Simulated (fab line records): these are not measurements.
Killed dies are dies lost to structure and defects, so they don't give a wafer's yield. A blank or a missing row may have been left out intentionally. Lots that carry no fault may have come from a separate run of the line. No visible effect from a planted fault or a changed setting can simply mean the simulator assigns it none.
fab line records	flow n5-finfet
[record] lots = 10	wafers = 29	last-day = 18
route steps=1938 shown BEOL_M15@1809 PASSIVATION@1936
lots untouched by any fault: they come from a run of this same line in which no faults occurred
start-h: start of the lot's first displayed wafer, in hours after the record's first day	wait-h: how many hours have passed since the lot's step before this one	" same as the row above	L1.1+2: several wafers, shown together as one row	- no value, or no start given	* or withheld: withheld	< > ~ a bound
route shown NAME@n: NAME is a module with steps in the file, n the number in the route of the first one	usual: mean and standard deviation over wafers with no fault	same: alike in all rows	chamber/n: place in a boat	sites: per-site readings	_std_site: the values' standard deviation	_edge_site: inner sites' mean taken away from outer sites' mean	radius-mm: for every site, how far away it sits from the centre of the wafer	mask NAME#n: copy n	behind: tool/chamber where the wafer was last shaped	hold: what put the lot on hold/how long, in hours/how the hold closed	device: the transistor (n, p or np) that didn't switch	end of line: tests run on the same wafers once the route is complete	a step given without rows: its recipe and nothing more	killed: count of dies lost to structure and defects at first sort (not the wafer's yield)	map: shows each die of a wafer: x if killed, . if not, _ if none is there
set.NAME: the run value of the setting; set.NAME@STEP: its run value at that earlier step	model.NAME: the simulator's own value behind a step, which no gauge read
one table for each step of the route and one row for each wafer, over a sample of lots
services: from which hour (start-h, from the record's first day; less than 0 if before it) a tool's chamber was out of use, for how many hours, and why
[[steps]]
[step N5_BEOL_M15_TRENCH_ETCH_34]
[recipe] chemistry = C4F8/O2/Ar	target = SiO2	target-depth-a = 8729.3	he-inner-torr = 15	he-outer-torr = 30	time-s = 199	ion-energy-ev = 800	pressure-mtorr = 20	source-w = 1905	bias-w = 2040	Ar_flow_sccm = 400	C4F8_flow_sccm = 16	O2_flow_sccm = 12
[usual] bias-w = 2041/6.3	drypump-motor-current-A = 5.6/0.38	oes-product-au = 0.82/0.078	rf-vpp-V = 2219/20	showerhead-plenum-p-Torr = 3.46/0.1	throttle-valve-pct = 30.94/0.17
lot.wafer	tool	chamber	start-h	wait-h	bias-w	drypump-motor-current-A	oes-product-au	rf-hours-counter-h	rf-vpp-V	showerhead-plenum-p-Torr	throttle-valve-pct
L282.2	rie-diel-03	3	264.26	0.0	2042	5.0	0.87	38	2227	3.63	30.68
L282.3	"	1	"	"	2051	5.8	0.79	99	2238	3.47	30.74
L282.6	"	3	"	"	2037	5.0	0.88	-	2228	3.63	30.68
L285.2	rie-diel-06	2	275.86	0.0	2048	5.7	0.87	41	2232	3.48	31.06
L285.5	"	2	"	"	2050	5.6	0.88	-	2231	3.49	31.05
L285.6	"	0	"	"	2036	5.6	0.81	-	2241	3.47	31.04
L283.1	rie-diel-06	2	280.48	0.0	2036	5.7	0.88	43	2232	3.48	31.06
L283.2	"	3	"	"	2033	5.8	0.71	227	2185	3.27	31.23
L283.4	"	2	"	"	2026	5.6	0.88	-	2233	3.48	31.06
L284.2	rie-diel-06	0	283.04	0.0	2033	5.6	0.80	85	2240	3.47	31.04
L284.3	"	2	"	"	2035	5.6	0.87	45	2231	3.48	31.05
L284.5	"	0	"	"	2038	5.6	0.81	-	2241	3.47	31.04
L288.3	rie-diel-03	2	303.75	0.0	2035	5.7	0.83	71	2182	3.35	30.71
L288.4	"	2	"	"	2036	5.7	0.84	-	2181	3.35	30.69
L288.5	"	3	"	"	2045	5.0	0.86	-	2227	3.62	30.69
L289.2	rie-diel-04	0	304.10	0.0	2048	5.0	0.91	25	2215	3.52	30.93
L289.6	"	3	"	"	2031	6.3	0.76	-	2243	3.43	30.82
L296.1	rie-diel-06	0	373.59	0.0	2044	5.6	0.78	115	2239	3.45	31.07
L296.4	"	2	"	"	2044	5.6	0.83	75	2231	3.47	31.08
L296.6	"	1	"	"	2053	5.6	0.90	-	2224	3.50	30.84
L300.1	rie-diel-04	1	376.07	0.2	2049	5.1	0.72	196	2208	3.41	31.05
L300.3	"	3	"	"	2050	6.3	0.75	187	2242	3.41	30.83
L300.4	"	0	"	"	2045	5.1	0.88	45	2212	3.51	30.94
L302.1	rie-diel-03	0	398.30	0.0	2045	6.3	0.90	25	2206	3.65	30.89
L302.3	"	1	"	"	2038	5.8	0.74	141	2235	3.45	30.75
L302.5	"	1	"	"	2038	5.7	0.75	-	2235	3.45	30.77
L304.3	rie-diel-03	0	407.65	0.0	2041	6.2	0.90	28	2205	3.65	30.92
L304.4	"	2	"	"	2046	5.7	0.79	98	2179	3.33	30.73
L304.5	"	3	"	"	2033	5.0	0.82	-	2224	3.61	30.74
[step N5_BEOL_M15_SPUTTER_43]
[recipe] material = TaN	target-thk-a = 150	temp-c = 50	bias-v = 168.6	power-w = 15000	chamber-pressure-pa = 0.12	time-s = 24.19
[usual] throttle-valve-pct = 30.3/0.89
lot.wafer	tool	chamber	start-h	wait-h	throttle-valve-pct
L282.2	pvd-sputter-01	-	266.94	0.0	29.7
L282.3	"	-	"	"	30.5
L282.6	"	-	"	"	28.5
L285.2	pvd-sputter-02	-	277.20	0.0	30.2
L285.5	"	-	"	"	30.2
L285.6	"	-	"	"	31.7
L283.1	pvd-sputter-02	-	283.17	0.0	29.3
L283.2	"	-	"	"	31.0
L283.4	"	-	"	"	30.2
L284.2	pvd-sputter-01	-	293.67	0.0	30.5
L284.3	"	-	"	"	29.7
L284.5	"	-	"	"	30.4
L288.3	pvd-sputter-03	-	305.54	0.0	31.2
L288.4	"	-	"	"	31.2
L288.5	"	-	"	"	30.3
L289.2	pvd-sputter-02	-	306.07	0.0	30.9
L289.6	"	-	"	"	30.2
L296.1	pvd-sputter-03	-	376.86	0.0	28.9
L296.4	"	-	"	"	30.3
L296.6	"	-	"	"	30.1
L300.1	pvd-sputter-02	-	380.12	0.0	30.0
L300.3	"	-	"	"	31.2
L300.4	"	-	"	"	29.6
L302.1	pvd-sputter-02	-	400.62	0.0	31.2
L302.3	"	-	"	"	29.6
L302.5	"	-	"	"	31.5
L304.3	pvd-sputter-02	-	411.26	0.0	29.8
L304.4	"	-	"	"	31.0
L304.5	"	-	"	"	29.2
[step N5_BEOL_M15_SPUTTER_44]
[recipe] material = Ta	target-thk-a = 150	temp-c = 50	bias-v = 80	power-w = 15000	chamber-pressure-pa = 0.07	time-s = 24.19
[usual] throttle-valve-pct = 30.3/0.89
lot.wafer	tool	chamber	start-h	wait-h	throttle-valve-pct
L282.2	pvd-sputter-01	-	267.02	0.0	29.8
L282.3	"	-	"	"	30.2
L282.6	"	-	"	"	28.9
L285.2	pvd-sputter-02	-	277.28	0.0	30.0
L285.5	"	-	"	"	30.1
L285.6	"	-	"	"	31.6
L283.1	pvd-sputter-02	-	283.25	0.0	29.5
L283.2	"	-	"	"	31.0
L283.4	"	-	"	"	30.2
L284.2	pvd-sputter-01	-	293.75	0.0	30.8
L284.3	"	-	"	"	29.6
L284.5	"	-	"	"	30.3
L288.3	pvd-sputter-03	-	305.62	0.0	31.1
L288.4	"	-	"	"	31.3
L288.5	"	-	"	"	30.4
L289.2	pvd-sputter-02	-	306.15	0.0	30.8
L289.6	"	-	"	"	30.1
L296.1	pvd-sputter-03	-	376.94	0.0	28.9
L296.4	"	-	"	"	30.1
L296.6	"	-	"	"	30.3
L300.1	pvd-sputter-02	-	380.20	0.0	29.9
L300.3	"	-	"	"	31.6
L300.4	"	-	"	"	29.4
L302.1	pvd-sputter-02	-	400.70	0.0	31.4
L302.3	"	-	"	"	29.4
L302.5	"	-	"	"	31.6
L304.3	pvd-sputter-02	-	411.34	0.0	29.5
L304.4	"	-	"	"	30.9
L304.5	"	-	"	"	29.5
[step N5_BEOL_M15_CMP_49]
[recipe] stop-on = SiO2	t-overpolish-s = 4.9	down-force-psi = 2	platen-rpm = 80	clearing-platen-down-force-psi = 2	clearing-platen-rpm = 80	post-cmp-clean = cu-alkaline	target-thk-nm = 850	clearing-platen-pad-velocity-m-s = 1.5917	pad-velocity-m-s = 1.5917
[usual] barrier-field-endpoint-s = 11.42/0.23	head-pressure-psi = 2.000/0.0046	motor-current-A = 7.7/0.9
lot.wafer	tool	chamber	start-h	wait-h	barrier-field-endpoint-s	head-pressure-psi	motor-current-A
L282.3	cmp-04	1	271.92	0.4	11.20	2.004	6.8
L282.2	"	3	"	"	11.19	2.005	7.1
L282.6	"	1	"	"	11.10	2.000	7.0
L285.2	cmp-02	0	278.82	0.5	11.44	1.997	8.0
L285.5	"	1	"	"	11.13	2.002	6.8
L285.6	"	2	"	"	11.65	2.003	7.9
L283.4	cmp-04	0	284.06	0.2	11.61	2.011	7.3
L283.1	"	2	"	"	11.39	2.004	10.1
L283.2	"	3	"	"	11.64	1.996	7.0
L284.2	cmp-02	1	294.49	0.2	11.17	2.000	7.0
L284.3	"	3	"	"	11.03	1.991	7.2
L284.5	"	2	"	"	11.05	1.995	8.6
L288.3	cmp-02	2	306.39	0.2	11.44	1.995	8.3
L288.4	"	0	"	"	11.21	2.006	7.2
L288.5	"	2	"	"	11.38	1.996	8.4
L289.2	cmp-02	2	306.88	0.2	12.21	2.000	7.8
L289.6	"	2	"	"	11.50	2.000	8.4
L296.1	cmp-01	0	377.94	0.3	11.40	1.998	7.3
L296.4	"	1	"	"	11.46	2.003	8.2
L296.6	"	1	"	"	11.40	2.005	8.1
L300.1	cmp-02	3	381.09	0.3	11.24	1.999	7.1
L300.3	"	0	"	"	11.38	1.994	7.5
L300.4	"	1	"	"	11.61	2.002	7.1
L302.3	cmp-02	0	401.45	0.2	11.36	2.000	7.9
L302.1	"	2	"	"	11.42	2.002	8.3
L302.5	"	1	"	"	11.15	1.997	7.1
L304.3	cmp-01	0	412.26	0.2	11.25	2.003	7.4
L304.4	"	2	"	"	11.17	2.003	7.7
L304.5	"	3	"	"	10.94	2.002	9.1
[step N5_BEOL_M15_RS_MEAS_54]
[recipe] thk-meas-gauge = four-point-probe	reads = Cu_of_BEOL_M15_ECD_47+Ta_of_BEOL_M15_SPUTTER_44+TaN_of_BEOL_M15_SPUTTER_43
[usual] M15_RS = 0.02149/0.0003
lot.wafer	tool	chamber	start-h	wait-h	M15_RS[ohm/sq]
L282.2	film-metro-02	-	272.35	0.1	0.0214
L282.3	"	-	"	"	0.02132
L282.6	"	-	"	"	0.02144
L285.2	film-metro-01	-	279.13	0.1	0.02149
L285.5	"	-	"	"	0.02149
L285.6	"	-	"	"	0.02139
L283.1	film-metro-01	-	284.48	0.0	0.02115
L283.2	"	-	"	"	0.02187
L283.4	"	-	"	"	0.02129
L284.2	film-metro-02	-	294.91	0.1	0.02171
L284.3	"	-	"	"	0.02168
L284.5	"	-	"	"	0.02141
L288.3	film-metro-02	-	306.80	0.1	0.02191
L288.4	"	-	"	"	0.02197
L288.5	"	-	"	"	0.02168
L289.2	film-metro-02	-	307.31	0.1	0.02092
L289.6	"	-	"	"	0.02152
L296.1	film-metro-02	-	378.37	0.0	0.02137
L296.4	"	-	"	"	0.02124
L296.6	"	-	"	"	0.02119
L300.1	film-metro-02	-	381.51	0.1	0.02136
L300.3	"	-	"	"	0.02136
L300.4	"	-	"	"	0.02059
L302.1	film-metro-02	-	401.87	0.0	0.02132
L302.3	"	-	"	"	0.02175
L302.5	"	-	"	"	0.02155
L304.3	film-metro-02	-	412.65	0.1	0.02123
L304.4	"	-	"	"	0.02216
L304.5	"	-	"	"	0.02173
[step N5_PASSIVATION_PROBE_49]
[usual] defect-limited-yield = 91.6/1.4	killed_at_M0_to_M3 = 30/8.7	killed_at_M4_up = 14/5.4	killed-at-contacts = 11/6.4	killed-at-front-end = 40/12	killed-at-other = 3/3.1	killed-dies = 99/17	killed-open = 64/12	killed-short = 33/8.1	sort_bin_5_function = 4.9/0.88	sort_bin_6_memory = 3.1/0.69	sort-n-pass = 1081/17	sort-yield-pct = 91.6/1.4
[same] gross-dies = 1180	killed-at-back-side = 0	sort_bin_4_leakage[%] = 0	sort_bin_8_speed[%] = 0
lot.wafer	tool	chamber	start-h	wait-h	defect-limited-yield[%]	killed_at_M0_to_M3	killed_at_M4_up	killed-at-contacts	killed-at-front-end	killed-at-other	killed-dies	killed-open	killed-short	sort_bin_5_function[%]	sort_bin_6_memory[%]	sort-n-pass	sort-yield-pct[%]
L282.2	prober-01	-	288.09	0.1	89.7	52	14	3	51	2	122	88	33	5.9	4.4	1058	89.7
L282.3	prober-01	-	288.14	0.1	90.7	51	7	7	43	2	110	73	35	4.9	4.2	1070	90.7
L282.6	prober-01	-	288.29	0.3	90.6	49	8	9	42	3	111	60	51	5.9	3.2	1069	90.6
L285.2	prober-02	-	294.52	0.1	91.9	35	10	11	34	6	96	72	24	5.3	2.7	1084	91.9
L285.5	prober-02	-	294.67	0.2	93.6	37	8	6	19	5	75	53	22	3.7	2.3	1105	93.6
L285.6	prober-02	-	294.72	0.3	91.2	43	19	8	33	1	104	69	35	5.6	2.9	1076	91.2
L284.2	prober-01	-	308.46	0.1	92.8	29	8	15	32	1	85	60	24	4.7	2.4	1095	92.8
L284.3	prober-01	-	308.51	0.1	89.8	44	22	20	32	2	120	78	42	6.0	3.6	1060	89.8
L284.5	prober-01	-	308.61	0.2	91.9	36	18	10	31	0	95	66	28	4.1	3.8	1085	91.9
L288.3	prober-02	-	319.71	0.1	90.8	23	10	7	67	1	108	75	33	4.6	4.2	1072	90.8
L288.4	prober-02	-	319.76	0.2	91.0	21	16	5	58	6	106	72	33	4.9	4.0	1074	91.0
L288.5	prober-02	-	319.81	0.2	89.3	22	11	24	57	12	126	83	43	6.6	3.6	1054	89.3
L289.2	prober-01	-	320.10	0.1	93.0	23	9	1	40	10	83	57	24	4.3	2.4	1097	93.0
L296.1	prober-01	-	395.10	0.0	92.2	31	9	11	36	5	92	63	27	4.2	3.3	1088	92.2
L296.4	prober-01	-	395.25	0.2	93.4	14	16	20	25	3	78	52	26	3.7	2.5	1102	93.4
L296.6	prober-01	-	395.35	0.3	93.5	40	8	10	15	4	77	46	31	3.8	2.5	1103	93.5
L302.1	prober-01	-	417.59	0.0	91.8	37	20	6	33	1	97	61	33	5.3	2.7	1083	91.8
L302.3	prober-01	-	417.69	0.1	90.8	41	14	10	40	4	109	70	36	5.5	3.3	1071	90.8
L302.5	prober-01	-	417.79	0.2	90.7	27	25	4	52	2	110	72	38	5.6	3.3	1070	90.7
L304.3	prober-01	-	429.04	0.1	93.8	23	15	7	28	0	73	40	33	3.6	2.5	1107	93.8
L304.4	prober-01	-	429.09	0.2	91.5	40	7	11	42	0	100	68	30	4.6	3.4	1080	91.5
L304.5	prober-01	-	429.14	0.2	91.5	24	20	17	36	3	100	71	29	5.2	3.2	1080	91.5
// killed by level:class
L282.2 STI_FIN_REVEAL:geometric-particle:open=24 BEOL_M2:geometric-particle:open=13 BEOL_M0_SAQP:geometric-particle:open=11 BEOL_M3:geometric-particle:open=10 BEOL_M0_SAQP:geometric-particle:short=7 BEOL_M1:geometric-particle:open=6 STI_FIN_REVEAL:geometric-particle:short=5 FIN_SAQP:geometric-particle:short=4
L282.3 BEOL_M2:geometric-particle:open=15 STI_FIN_REVEAL:geometric-particle:open=11 BEOL_M3:geometric-particle:open=9 BEOL_M0_SAQP:geometric-particle:short=8 FIN_SAQP:geometric-particle:open=6 FIN_SAQP:geometric-particle:short=5 MOL_CONTACT_COAG:geometric-particle:open=5 BEOL_M1:geometric-particle:open=5
L282.6 BEOL_M0_SAQP:geometric-particle:short=12 BEOL_M0_SAQP:geometric-particle:open=12 FIN_SAQP:geometric-particle:short=10 STI_FIN_REVEAL:geometric-particle:open=9 BEOL_M2:geometric-particle:open=8 FIN_SAQP:geometric-particle:open=5 GATE_CUT:geometric-particle:short=5 MOL_CONTACT_COAG:geometric-particle:open=5
L285.2 BEOL_M3:geometric-particle:open=13 MOL_CONTACT_COAG:geometric-particle:open=9 DUMMY_GATE:geometric-particle:open=7 FIN_SAQP:geometric-particle:short=6 STI_FIN_REVEAL:geometric-particle:open=6 BEOL_M0_SAQP:geometric-particle:open=6 BEOL_M1:geometric-particle:open=6 BEOL_M2:geometric-particle:open=6
L285.5 BEOL_M2:geometric-particle:open=9 FIN_SAQP:geometric-particle:open=8 BEOL_M0_SAQP:geometric-particle:open=7 BEOL_M3:geometric-particle:open=7 BEOL_M0_SAQP:geometric-particle:short=5 MOL_CONTACT_COAG:geometric-particle:open=4 BEOL_M4:geometric-particle:open=4 FIN_SAQP:geometric-particle:short=3
L285.6 BEOL_M2:geometric-particle:open=12 FIN_SAQP:geometric-particle:short=9 BEOL_M3:geometric-particle:open=8 STI_FIN_REVEAL:geometric-particle:open=7 MOL_CONTACT_COAG:geometric-particle:open=7 BEOL_M0_SAQP:geometric-particle:short=6 BEOL_M5:geometric-particle:open=5 FIN_SAQP:geometric-particle:open=4
L284.2 MOL_CONTACT_COAG:geometric-particle:open=13 BEOL_M1:geometric-particle:open=10 STI_FIN_REVEAL:geometric-particle:open=6 BEOL_M0_SAQP:geometric-particle:short=6 BEOL_M0_SAQP:geometric-particle:open=6 FIN_SAQP:geometric-particle:short=5 DUMMY_GATE:geometric-particle:open=5 FIN_SAQP:geometric-particle:open=4
L284.3 MOL_CONTACT_COAG:geometric-particle:open=13 BEOL_M0_SAQP:geometric-particle:open=11 BEOL_M0_SAQP:geometric-particle:short=9 BEOL_M3:geometric-particle:open=9 BEOL_M4:geometric-particle:open=8 MOL_CONTACT_COAG:geometric-particle:short=7 BEOL_M1:geometric-particle:open=7 FIN_SAQP:geometric-particle:open=5
L284.5 DUMMY_GATE:geometric-particle:open=12 BEOL_M0_SAQP:geometric-particle:open=11 BEOL_M4:geometric-particle:open=11 MOL_CONTACT_COAG:geometric-particle:open=7 BEOL_M1:geometric-particle:open=7 BEOL_M0_SAQP:geometric-particle:short=7 GATE_CUT:geometric-particle:short=6 BEOL_M3:geometric-particle:open=4
L288.3 STI_FIN_REVEAL:geometric-particle:open=22 FIN_SAQP:geometric-particle:open=11 FIN_SAQP:geometric-particle:short=8 GATE_CUT:geometric-particle:short=7 MOL_CONTACT_COAG:geometric-particle:open=7 BEOL_M3:geometric-particle:open=7 BEOL_M0_SAQP:geometric-particle:short=6 BEOL_M4:geometric-particle:open=6
L288.4 STI_FIN_REVEAL:geometric-particle:open=23 BEOL_M4:geometric-particle:open=12 FIN_SAQP:geometric-particle:open=9 GATE_CUT:geometric-particle:short=6 STI_FIN_REVEAL:geometric-particle:short=5 PASS1_CAP:geometric-particle:open=5 MOL_CONTACT_COAG:geometric-particle:open=4 BEOL_M0_SAQP:geometric-particle:short=4
L288.5 MOL_CONTACT_COAG:geometric-particle:open=18 STI_FIN_REVEAL:geometric-particle:open=16 FIN_SAQP:geometric-particle:open=11 BEOL_M0_SAQP:geometric-particle:short=9 FIN_SAQP:geometric-particle:short=7 DUMMY_GATE:geometric-particle:open=7 MOL_CONTACT_COAG:geometric-particle:short=6 BEOL_M3:geometric-particle:open=5
L289.2 FIN_SAQP:geometric-particle:short=8 BEOL_M3:geometric-particle:open=8 STI_FIN_REVEAL:geometric-particle:open=7 FIN_SAQP:geometric-particle:open=6 PASS1_DEP:geometric-particle:open=6 DUMMY_GATE:geometric-particle:open=4 ILD0:geometric-particle:open=4 BEOL_M0_SAQP:geometric-particle:open=4
L296.1 BEOL_M0_SAQP:geometric-particle:open=12 MOL_CONTACT_COAG:geometric-particle:open=10 FIN_SAQP:geometric-particle:open=8 STI_FIN_REVEAL:geometric-particle:open=7 GATE_CUT:geometric-particle:short=6 BEOL_M0_SAQP:geometric-particle:short=6 GATE_CUT:geometric-particle:open=5 BEOL_M1:geometric-particle:open=4
L296.4 MOL_CONTACT_COAG:geometric-particle:open=13 MOL_CONTACT_COAG:geometric-particle:short=7 BEOL_M0_SAQP:geometric-particle:open=6 BEOL_M4:geometric-particle:open=6 GATE_CUT:geometric-particle:short=5 FIN_SAQP:geometric-particle:short=4 BEOL_M5:geometric-particle:open=4 FIN_SAQP:geometric-particle:open=3
L296.6 BEOL_M0_SAQP:geometric-particle:short=14 BEOL_M0_SAQP:geometric-particle:open=12 MOL_CONTACT_COAG:geometric-particle:open=10 STI_FIN_REVEAL:geometric-particle:open=4 GATE_CUT:geometric-particle:short=4 BEOL_M1:geometric-particle:open=4 BEOL_M3:geometric-particle:open=4 BEOL_M1:geometric-particle:short=2
L302.1 BEOL_M0_SAQP:geometric-particle:short=13 BEOL_M0_SAQP:geometric-particle:open=11 FIN_SAQP:geometric-particle:short=8 MOL_CONTACT_COAG:geometric-particle:open=6 BEOL_M2:geometric-particle:open=6 FIN_SAQP:geometric-particle:open=5 BEOL_M1:geometric-particle:open=5 BEOL_M4:geometric-particle:open=5
L302.3 BEOL_M0_SAQP:geometric-particle:short=13 BEOL_M2:geometric-particle:open=10 MOL_CONTACT_COAG:geometric-particle:open=9 BEOL_M0_SAQP:geometric-particle:open=9 FIN_SAQP:geometric-particle:open=8 BEOL_M4:geometric-particle:open=7 STI_FIN_REVEAL:geometric-particle:open=6 DUMMY_GATE:geometric-particle:open=6
L302.5 FIN_SAQP:geometric-particle:open=14 FIN_SAQP:geometric-particle:short=13 BEOL_M4:geometric-particle:open=13 BEOL_M0_SAQP:geometric-particle:short=10 DUMMY_GATE:geometric-particle:open=7 STI_FIN_REVEAL:geometric-particle:open=5 BEOL_M0_SAQP:geometric-particle:open=5 STARTING-WAFER:geometric-particle:open=5
L304.3 FIN_SAQP:geometric-particle:short=8 BEOL_M1:geometric-particle:open=6 BEOL_M2:geometric-particle:open=6 BEOL_M4:geometric-particle:open=6 MOL_CONTACT_COAG:geometric-particle:short=4 BEOL_M0_SAQP:geometric-particle:short=4 GATE_CUT:geometric-particle:short=3 MOL_CONTACT_COAG:geometric-particle:open=3
L304.4 BEOL_M2:geometric-particle:open=12 STI_FIN_REVEAL:geometric-particle:open=8 MOL_CONTACT_COAG:geometric-particle:open=8 BEOL_M0_SAQP:geometric-particle:open=7 FIN_SAQP:geometric-particle:short=6 BEOL_M0_SAQP:geometric-particle:short=6 FIN_SAQP:geometric-particle:open=5 DUMMY_GATE:geometric-particle:open=5
L304.5 MOL_CONTACT_COAG:geometric-particle:open=14 BEOL_M0_SAQP:geometric-particle:open=12 FIN_SAQP:geometric-particle:short=7 BEOL_M4:geometric-particle:open=7 STI_FIN_REVEAL:geometric-particle:open=6 BEOL_M0_SAQP:geometric-particle:short=6 FIN_SAQP:geometric-particle:open=5 BEOL_M5:geometric-particle:open=5
[[services]]
tool	chamber	start-h	hours	kind
cmp-01	-	270.31	5.3	pm
cmp-04	-	270.59	0.8	repair
cmp-04	-	271.41	0.5	repair
rie-diel-06	1	271.80	-	clean
rie-diel-06	1	271.80	-	consumable-replace:focus-ring
rie-diel-06	1	271.80	23.7	scheduled-down
rie-diel-06	1	271.80	23.7	vent-cycle
cmp-01	-	281.91	4.0	pm
rie-diel-04	-	287.54	4.3	pm
cmp-01	-	289.13	0.9	repair
rie-diel-03	0	296.43	-	clean
rie-diel-03	0	296.43	-	consumable-replace:focus-ring
cmp-04	-	307.46	1.9	repair
cmp-01	-	325.43	0.5	repair
pvd-sputter-03	-	336.40	31.4	repair
rie-diel-03	0	343.11	3.0	repair
pvd-sputter-01	-	351.91	3.6	repair
cmp-04	-	375.11	2.3	repair
cmp-02	-	376.68	0.4	repair
cmp-01	-	382.58	5.6	repair
cmp-02	-	383.99	5.0	pm
rie-diel-03	2	388.66	9.7	repair
rie-diel-06	2	391.01	4.4	repair
cmp-01	-	396.47	2.5	repair
[[key]]
[first-sign] step = N5_BEOL_M15_CMP_49	reading = barrier-field-endpoint-s	direction = up	sigmas = 3.5	usual = 11.42	struck = 12.21
effect none on later readings
met-at N5_BEOL_M15_SPUTTER_43
struck-lots L289
struck-wafers L289.2
not-acting-at N5_BEOL_M15_TRENCH_ETCH_34,N5_BEOL_M15_SPUTTER_44,N5_BEOL_M15_RS_MEAS_54
onset-between 283.17 306.07
[fault] kind = process-parameter-drift	tool = pvd-sputter-02	chamber = -	onset-h = 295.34	steps = N5_BEOL_M15_SPUTTER_43	channel = time-s	offset = *	shape = step	end-h = 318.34	scope = struck-wafers-only	acts-in = *	stated = *
